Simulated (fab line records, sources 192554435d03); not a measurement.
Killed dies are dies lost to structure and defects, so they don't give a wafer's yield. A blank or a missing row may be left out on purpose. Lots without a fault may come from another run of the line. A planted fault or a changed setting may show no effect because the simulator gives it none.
fab line records | flow n5_finfet | part 2 of 2: steps 5 to 6 of 6
record lots=19 wafers=57 last_day=20
route steps=1938 shown BEOL_M6@1212 BEOL_M7@1264
lots that met no fault: from a run of the same line without faults
start_h: hours from the record's first day to the start of the lot's first wafer shown | wait_h: hours since the lot's step before | " the same as in the row above | L1.1+2: a row that stands for several wafers | - no value, or no start given | * or withheld: withheld | < > ~ a bound
route shown NAME@n: a module of which the file shows steps, and the number in the route of the first | usual: mean/standard deviation of fault-free wafers | same: alike in all rows | chamber/n: place in a boat | sites: the reading at each site | _std_site: their standard deviation | _edge_site: outer sites' mean less inner sites' | radius_mm: how far each site lies from the wafer's centre | mask NAME#n: copy n | behind: the tool/chamber that last shaped the wafer | hold: why the lot was held/for how many hours/how that ended | device: the transistor (n, p or np) that didn't switch | end of line: the same wafers' tests at the end of the route | a step without rows: its recipe alone | killed: dies lost to structure and defects at the first sort, not the wafer's yield | map: a wafer's dies, x killed, . not, _ none there
set.NAME: the setting as run; set.NAME@STEP: as run at that earlier step | model.NAME: the simulator's own value behind a step, which no gauge read
steps of the route over a sample of lots; a table a step, a row a wafer
services: from which hour (start_h, from the record's first day; less than 0 if before it) a tool's chamber was out of use, for how many hours, and why
## steps
# step N5_BEOL_M7_PECVD_70
# recipe material=SiO2 target_thk_a=200 temp_c=400 precursor=TEOS/O2 pressure_torr=5.5 rf_w=450 teos_flow_sccm=53.8 gas=O2 flow_sccm=3000 time_s=22.7
# usual heater_power_w=693/92 showerhead_plenum_p_Torr=8.78/0.049 throttle_valve_pct=22.3/1.5
# same time_s=22.7
# columns lot.wafer tool chamber start_h wait_h heater_power_w showerhead_plenum_p_Torr throttle_valve_pct
L075.1 pecvd-03 0 215.78 0.0 774 8.76 24.9
L075.5 " 1 " " 896 8.79 22.4
L075.6 " 2 " " 732 8.77 21.1
L076.2 pecvd-02 2 236.17 0.0 721 8.83 20.6
L076.3 " 0 " " 559 8.80 24.4
L076.5 " 2 " " 729 8.81 20.7
L077.4 pecvd-01 1 239.06 0.1 681 8.78 22.8
L077.5 " 0 " " 640 8.69 21.4
L077.6 " 2 " " 748 8.84 20.5
L079.3 pecvd-01 1 244.73 0.0 678 8.78 22.7
L079.5 " 2 " " 807 8.81 20.6
L079.6 " 1 " " 687 8.80 22.8
L078.1 pecvd-02 0 244.85 0.0 538 8.82 24.4
L078.2 " 2 " " 808 8.81 20.9
L078.6 " 2 " " 791 8.83 20.5
L081.2 pecvd-03 0 245.81 0.0 768 8.77 24.8
L081.5 " 2 " " 645 8.77 20.8
L081.6 " 0 " " 754 8.80 25.0
L082.2 pecvd-01 1 246.29 0.0 683 8.81 22.6
L082.4 " 2 " " 751 8.82 20.6
L082.5 " 0 " " 589 8.65 21.6
L080.3 pecvd-02 1 264.81 0.0 567 8.81 23.6
L080.4 " 1 " " 569 8.81 23.9
L080.6 " 2 " " 805 8.82 20.8
L083.2 pecvd-01 2 280.01 0.1 732 8.84 20.4
L083.5 " 0 " " 609 8.68 21.7
L083.6 " 2 " " 741 8.84 20.7
L085.1 pecvd-01 0 307.89 0.0 528 8.68 22.0
L085.2 " 1 " " 739 8.79 22.6
L085.5 " 0 " " 527 8.69 21.7
L086.2 pecvd-02 2 311.13 0.0 684 8.83 20.8
L086.4 " 2 " " 698 8.80 20.9
L086.6 " 0 " " 605 8.82 24.7
L087.2 pecvd-03 1 312.79 0.0 908 8.79 22.1
L087.5 " 0 " " 838 8.76 24.9
L087.6 " 1 " " 916 8.80 22.3
L088.1 pecvd-01 1 333.28 0.0 656 8.78 22.9
L088.2 " 2 " " 794 8.82 20.7
L088.4 " 0 " " 656 8.69 21.6
L090.2 pecvd-03 0 352.50 0.0 726 8.76 24.7
L090.4 " 2 " " 703 8.77 20.7
L090.6 " 0 " " 718 8.78 24.9
L092.3 pecvd-02 2 362.61 0.0 673 8.83 20.8
L092.4 " 2 " " 678 8.83 20.9
L092.5 " 0 " " 629 8.82 24.4
L093.1 pecvd-01 2 368.31 0.0 780 8.82 21.1
L093.2 " 1 " " 675 8.81 22.7
L093.5 " 1 " " 689 8.78 22.7
L091.2 pecvd-02 2 368.87 0.0 758 8.82 20.9
L091.4 " 2 " " 760 8.82 20.9
L091.6 " 1 " " 695 8.83 24.1
L097.1 pecvd-01 0 380.32 0.0 644 8.71 21.6
L097.4 " 0 " " 668 8.71 21.7
L097.6 " 0 " " 641 8.69 21.4
L096.1 pecvd-01 2 384.93 0.0 791 8.82 20.8
L096.4 " 1 " " 740 8.80 22.9
L096.6 " 2 " " 803 8.83 20.6
# step N5_BEOL_M7_ETCH_61
# recipe chemistry=CF4 target=SiARC target_depth_a=455 mask_material=CAR-ArF time_s=75.8 ion_energy_ev=80 pressure_mtorr=40 source_w=545 bias_w=36 Ar_flow_sccm=100 cf4_flow_sccm=100 ends=cleared
# usual chamber_pressure_mTorr=40.00/0.035 drypump_motor_current_A=5.4/0.44 etch_rf_on_time_s=75.8/1 oes_product_au=0.66/0.071 rf_vpp_V=184.8/1 showerhead_plenum_p_Torr=2.20/0.047 throttle_valve_pct=15.62/0.2
# columns lot.wafer tool chamber start_h wait_h chamber_pressure_mTorr drypump_motor_current_A etch_rf_on_time_s oes_product_au rf_hours_counter_h rf_vpp_V showerhead_plenum_p_Torr throttle_valve_pct
L075.1 rie_diel-04 2 218.47 0.0 39.90 5.5 77.4 0.60 206 184.2 2.12 15.75
L075.5 " 3 " " 39.98 5.6 75.0 0.65 - 184.8 2.14 15.51
L075.6 " 2 " " 40.01 5.5 77.6 0.61 - 185.4 2.12 15.76
L076.2 rie_diel-02 0 236.92 0.0 40.00 5.1 77.0 0.58 214 186.7 2.20 15.79
L076.3 " 1 " " 40.03 5.1 75.6 0.63 166 185.1 2.23 15.45
L076.5 " 2 " " 39.95 4.8 74.9 0.70 - 184.9 2.25 15.97
L077.4 rie_diel-02 1 241.46 0.0 39.99 5.1 75.9 0.63 168 184.3 2.23 15.44
L077.5 " 3 " " 39.98 5.5 76.4 0.68 - 186.3 2.24 15.40
L077.6 " 0 " " 40.00 5.1 77.2 0.59 - 185.9 2.20 15.80
L079.3 rie_diel-04 3 245.34 0.0 40.00 5.7 75.6 0.64 160 185.3 2.14 15.52
L079.5 " 0 " " 40.02 6.1 76.7 0.81 - 183.8 2.18 15.50
L079.6 " 3 " " 39.98 5.7 74.8 0.64 - 185.0 2.14 15.53
L078.1 rie_diel-02 2 247.34 0.0 40.00 4.8 75.4 0.70 93 186.4 2.25 15.97
L078.2 " 3 " " 40.04 5.5 75.2 0.69 95 186.0 2.24 15.39
L078.6 " 0 " " 40.03 5.1 77.0 0.58 - 186.1 2.20 15.80
L081.2 rie_diel-01 3 247.86 0.0 40.04 4.7 76.5 0.62 188 185.0 2.22 15.55
L081.5 " 2 " " 40.05 5.0 75.7 0.63 - 183.2 2.14 15.79
L081.6 " 3 " " 39.96 4.6 76.6 0.62 - 185.1 2.22 15.53
L082.2 rie_diel-04 0 248.17 0.0 40.00 6.1 76.9 0.81 11 185.2 2.18 15.50
L082.4 " 3 " " 39.99 5.6 75.2 0.64 - 183.7 2.14 15.52
L082.5 " 0 " " 40.03 6.1 76.3 0.81 - 185.1 2.19 15.49
L080.3 rie_diel-02 3 267.18 0.0 40.03 5.5 75.2 0.68 101 185.8 2.24 15.42
L080.4 " 2 " " 39.93 4.8 73.9 0.70 98 184.4 2.24 15.98
L080.6 " 3 " " 39.98 5.5 75.2 0.68 - 185.9 2.24 15.41
L083.2 rie_diel-02 1 282.91 0.0 40.02 5.1 75.4 0.63 180 185.2 2.22 15.46
L083.5 " 3 " " 39.97 5.5 75.4 0.67 - 185.5 2.24 15.40
L083.6 " 0 " " 39.97 5.1 77.3 0.57 - 184.3 2.20 15.81
L085.1 rie_diel-01 3 308.84 0.0 40.03 4.6 76.9 0.61 207 183.4 2.21 15.58
L085.2 " 0 " " 39.90 5.5 75.5 0.62 182 184.8 2.22 15.49
L085.5 " 1 " " 39.99 5.8 74.5 0.80 - 184.2 2.19 15.53
L086.2 rie_diel-02 3 312.48 0.0 40.00 5.5 75.8 0.67 117 185.9 2.24 15.45
L086.4 " 0 " " 40.03 5.0 76.8 0.57 - 183.5 2.19 15.84
L086.6 " 3 " " 39.98 5.5 75.9 0.67 - 184.6 2.24 15.42
L087.2 rie_diel-02 1 313.48 0.0 40.03 5.0 75.7 0.61 192 184.6 2.22 15.48
L087.5 " 3 " " 39.97 5.5 76.2 0.66 - 186.3 2.24 15.41
L087.6 " 0 " " 40.02 5.1 77.0 0.57 - 185.5 2.19 15.85
L088.1 rie_diel-02 0 334.37 0.0 40.07 5.0 76.7 0.56 245 185.0 2.19 15.84
L088.2 " 1 " " 40.00 5.0 76.1 0.61 199 185.3 2.22 15.51
L088.4 " 2 " " 39.99 4.8 74.9 0.68 112 184.8 2.24 16.00
L090.2 rie_diel-02 1 353.74 0.0 39.91 5.0 77.0 0.61 202 185.3 2.21 15.52
L090.4 " 0 " " 39.99 5.1 77.4 0.55 - 183.7 2.19 15.84
L090.6 " 1 " " 40.03 5.0 76.4 0.61 - 184.9 2.21 15.53
L092.3 rie_diel-02 2 363.64 0.0 40.05 4.8 75.0 0.68 120 183.8 2.24 16.01
L092.4 " 2 " " 39.98 4.8 74.4 0.68 - 184.9 2.24 16.03
L092.5 " 1 " " 39.96 5.0 75.2 0.62 - 185.6 2.21 15.52
L093.1 rie_diel-04 3 369.53 0.0 39.98 5.6 75.5 0.62 195 184.0 2.13 15.59
L093.2 " 0 " " 39.99 6.1 76.5 0.75 46 184.1 2.17 15.56
L093.5 " 1 " " 39.95 6.1 75.4 0.76 - 185.8 2.27 15.36
L091.2 rie_diel-04 0 370.19 0.0 39.97 6.1 76.7 0.74 46 184.1 2.17 15.54
L091.4 " 0 " " 39.94 6.1 77.2 0.75 - 184.3 2.17 15.54
L091.6 " 3 " " 40.00 5.7 75.5 0.62 - 183.0 2.13 15.59
L097.1 rie_diel-04 1 382.15 0.0 39.97 6.1 75.9 0.75 35 185.1 2.27 15.36
L097.4 " 3 " " 40.04 5.6 75.5 0.61 - 184.5 2.12 15.61
L097.6 " 1 " " 40.00 6.1 75.4 0.76 - 186.6 2.27 15.37
L096.1 rie_diel-02 1 388.46 0.0 40.00 5.0 75.2 0.60 214 185.3 2.21 15.53
L096.4 " 2 " " 40.06 4.8 74.8 0.68 128 184.7 2.23 16.03
L096.6 " 3 " " 40.03 5.5 75.7 0.66 - 185.6 2.23 15.49
## services
# columns tool chamber start_h hours kind
rie_diel-05 2 191.71 1.3 repair
rie_diel-02 - 195.75 0.3 repair
rie_diel-02 3 210.60 4.7 repair
uv_cure-02 - 227.72 2.1 pm
uv_cure-02 - 238.48 7.5 pm
rie_diel-02 - 249.18 0.2 repair
pecvd-02 2 255.76 6.7 repair
pecvd-01 1 276.93 5.8 repair
rie_diel-06 2 285.04 20.5 repair
rie_diel-03 1 290.99 9.8 repair
rie_diel-02 2 294.86 20.4 repair
rie_diel-05 0 297.70 19.9 repair
rie_diel-06 0 300.01 1.3 repair
rie_diel-06 3 303.75 16.3 repair
rie_diel-06 2 311.68 4.3 repair
rie_diel-06 - 315.30 0.9 repair
uv_cure-03 - 334.74 4.5 pm
rie_diel-05 1 340.08 4.4 repair
rie_diel-05 2 342.03 3.2 repair
rie_diel-02 3 351.99 7.2 repair
rie_diel-03 1 369.64 16.3 repair
pecvd-01 2 373.13 10.6 repair
pecvd-02 0 381.77 2.6 repair
rie_diel-05 1 387.25 21.5 repair
